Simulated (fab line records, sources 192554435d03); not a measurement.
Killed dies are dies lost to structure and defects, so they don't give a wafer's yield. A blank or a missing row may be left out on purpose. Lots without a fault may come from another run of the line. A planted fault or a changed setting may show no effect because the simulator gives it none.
Chamber matching | flow n5_finfet | N5_BEOL_M12_DESCUM_33 on rie_diel-01: 4 sister chambers
The step chemistry O2, time 7.9 s. 20 wafers are shown with their chamber, then 10 later ones without.

WAFERS WITH THEIR CHAMBER
wafer  | chamber | drypump_motor_current_A (A) | showerhead_plenum_p_Torr (Torr) | throttle_valve_pct (%)
L076.3 | 3       | 5.5                         | 2.12                            | 20.65
L076.4 | 0       | 5.1                         | 2.14                            | 20.40
L076.6 | 0       | 5.1                         | 2.14                            | 20.38
L078.1 | 0       | 5.1                         | 2.14                            | 20.42
L078.5 | 0       | 5.1                         | 2.14                            | 20.42
L078.6 | 1       | 5.5                         | 2.16                            | 20.94
L077.3 | 2       | 5.8                         | 2.21                            | 20.53
L077.4 | 0       | 5.1                         | 2.14                            | 20.41
L077.6 | 0       | 5.1                         | 2.14                            | 20.40
L080.4 | 1       | 5.6                         | 2.16                            | 20.92
L080.5 | 0       | 5.1                         | 2.13                            | 20.43
L080.6 | 3       | 5.5                         | 2.12                            | 20.68
L081.1 | 1       | 5.6                         | 2.16                            | 20.93
L081.2 | 2       | 5.8                         | 2.21                            | 20.56
L081.5 | 0       | 5.1                         | 2.13                            | 20.42
L084.3 | 3       | 5.5                         | 2.11                            | 20.69
L084.4 | 0       | 5.1                         | 2.13                            | 20.41
L084.5 | 0       | 5.1                         | 2.13                            | 20.43
L088.2 | 1       | 5.6                         | 2.16                            | 20.97
L088.4 | 0       | 5.1                         | 2.13                            | 20.45

SIGNATURES (means of the wafers above)
reading                  | chamber 0 | chamber 1 | chamber 2 | chamber 3 | scatter within a chamber
drypump_motor_current_A  | 5.100     | 5.575     | 5.800     | 5.500     | 0.0217
showerhead_plenum_p_Torr | 2.1355    | 2.1600    | 2.2100    | 2.1167    | 0.00461
throttle_valve_pct       | 20.4155   | 20.9400   | 20.5450   | 20.6733   | 0.0197
Rule: a wafer's distance from a chamber is the root of the sum, over the readings, of the square of ((its reading less the chamber's mean) divided by the reading's scatter). The wafer belongs to the nearest chamber; if the next one is less than 2 further off, it can't be placed. The scatter: the root of (the sum of the squares of (reading less its chamber's mean) over the shown wafers, divided by (wafers less chambers)).

WAFERS WITHOUT THEIR CHAMBER
wafer  | drypump_motor_current_A (A) | showerhead_plenum_p_Torr (Torr) | throttle_valve_pct (%)
L088.6 | 5.6                         | 2.16                            | 20.97
L092.3 | 5.8                         | 2.21                            | 20.56
L092.4 | 5.8                         | 2.21                            | 20.57
L092.5 | 5.1                         | 2.13                            | 20.44
L097.1 | 5.5                         | 2.10                            | 20.74
L097.2 | 5.6                         | 2.15                            | 20.59
L097.6 | 5.5                         | 2.10                            | 20.73
L096.1 | 5.8                         | 2.20                            | 20.58
L096.2 | 5.5                         | 2.10                            | 20.73
L096.3 | 5.1                         | 2.12                            | 20.47

WHICH CHAMBER EACH WENT THROUGH
wafer  | from the rows above | in truth
L088.6 | 1                   | 1
L092.3 | 2                   | 2
L092.4 | 2                   | 2
L092.5 | 0                   | 0
L097.1 | 3                   | 3
L097.2 | 3                   | 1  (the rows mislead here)
L097.6 | 3                   | 3
L096.1 | 2                   | 2
L096.2 | 3                   | 3
L096.3 | 0                   | 0
Placed correctly: 9 of 10. Can't be placed from these rows: 0. Placed wrongly: 1.
